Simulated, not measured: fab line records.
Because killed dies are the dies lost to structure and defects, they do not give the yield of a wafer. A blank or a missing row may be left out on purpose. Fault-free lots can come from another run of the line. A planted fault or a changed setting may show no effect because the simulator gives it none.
2 desks looking at one fault + flow n5_finfet + each desk has only its own numbers; what lay behind them comes last

== TOOL OWNER'S DESK, pecvd-03 ==
The tool's own readings at N5_BEOL_M2_PECVD_72 (deposits SiO2 from TEOS/O2, target thk 16 nm, time 18 s): means of the sampled wafers that have a number, for each lot that ran on this tool. Marked OUT: a lot whose mean sits more than 4 standard deviations from the usual mean, which makes it out of limits; the brackets give that distance.
Columns: A = heater_power_outer_w at N5_BEOL_M2_PECVD_72, usual 397 W; B = heater_power_w at N5_BEOL_M2_PECVD_72, usual 690 W; C = showerhead_plenum_p_Torr at N5_BEOL_M2_PECVD_72, usual 8.79 Torr; D = showerhead_vpp_V at N5_BEOL_M2_PECVD_72, usual 1293 V; E = throttle_valve_pct at N5_BEOL_M2_PECVD_72, usual 22.7 %
| lot  | first seen here | A   | B   | C    | D    | E    |
|------|-----------------|-----|-----|------|------|------|
| L411 | day 7 22:23     | 514 | 809 | 8.76 | 1270 | 23.0 |
| L415 | day 8 21:22     | 436 | 709 | 8.80 | 1298 | 23.2 |
| L419 | day 11 14:15    | 415 | 734 | 8.81 | 1311 | 23.4 |
| L425 | day 11 17:10    | 428 | 716 | 8.80 | 1297 | 23.2 |
| L420 | day 11 17:45    | 391 | 709 | 8.80 | 1312 | 23.4 |
| L422 | day 11 20:05    | 439 | 706 | 8.81 | 1274 | 23.4 |
| L418 | day 11 21:16    | 468 | 760 | 8.75 | 1304 | 23.0 |
Finding of this desk: none of the 7 lots has anything out of limits.

== FROM THE METROLOGY DESK ==
Means of the sampled wafers that have a number, per lot and without regard to the tool the lot ran on: this is what the gauges read. Marked OUT: a lot whose mean sits more than 4 standard deviations from the usual mean, which makes it out of limits; the brackets give that distance. Shown here are 7 of its 10 readings, the ones lying furthest out on some lot.
Columns: A = DIBL_N at N5_BEOL_M4_RC_MEAS_101, usual 36.3 mV/V; B = ION_N at N5_BEOL_M4_RC_MEAS_101, usual 675 uA/um; C = ION_P at N5_BEOL_M4_RC_MEAS_101, usual 464 uA/um; D = SS_N at N5_BEOL_M4_RC_MEAS_101, usual 71.5 mV/dec; E = SS_P at N5_BEOL_M4_RC_MEAS_101, usual 73.3 mV/dec; F = VT_N at N5_BEOL_M4_RC_MEAS_101, usual 250 mV; G = VT_P at N5_BEOL_M4_RC_MEAS_101, usual -250 mV
| lot  | first seen here | A    | B   | C   | D    | E    | F   | G    |
|------|-----------------|------|-----|-----|------|------|-----|------|
| L411 | day 9 06:25     | 38.4 | 694 | 474 | 71.8 | 74.4 | 247 | -247 |
| L414 | day 9 16:55     | 33.8 | 656 | 449 | 71.4 | 72.9 | 253 | -253 |
| L415 | day 9 22:16     | 34.5 | 668 | 461 | 71.3 | 72.9 | 254 | -252 |
| L419 | day 12 21:15    | 37.1 | 681 | 465 | 72.3 | 73.1 | 250 | -249 |
| L425 | day 13 01:41    | 36.0 | 686 | 462 | 71.5 | 73.2 | 247 | -254 |
| L420 | day 13 14:40    | 34.8 | 670 | 458 | 70.9 | 72.9 | 254 | -254 |
| L422 | day 14 01:24    | 38.3 | 660 | 456 | 71.8 | 74.1 | 250 | -250 |
| L418 | day 14 08:13    | 37.3 | 675 | 468 | 71.8 | 74.0 | 250 | -249 |
| L428 | day 15 04:40    | 36.5 | 667 | 458 | 71.1 | 73.5 | 251 | -249 |
Finding of this desk: none of the 9 lots has anything out of limits.

== TAKEN TOGETHER ==
The tool owner's desk saw nothing out of limits.
At the metrology desk, nothing out of limits was observed.

== WHAT WAS PUT IN BY THE SIMULATOR ==
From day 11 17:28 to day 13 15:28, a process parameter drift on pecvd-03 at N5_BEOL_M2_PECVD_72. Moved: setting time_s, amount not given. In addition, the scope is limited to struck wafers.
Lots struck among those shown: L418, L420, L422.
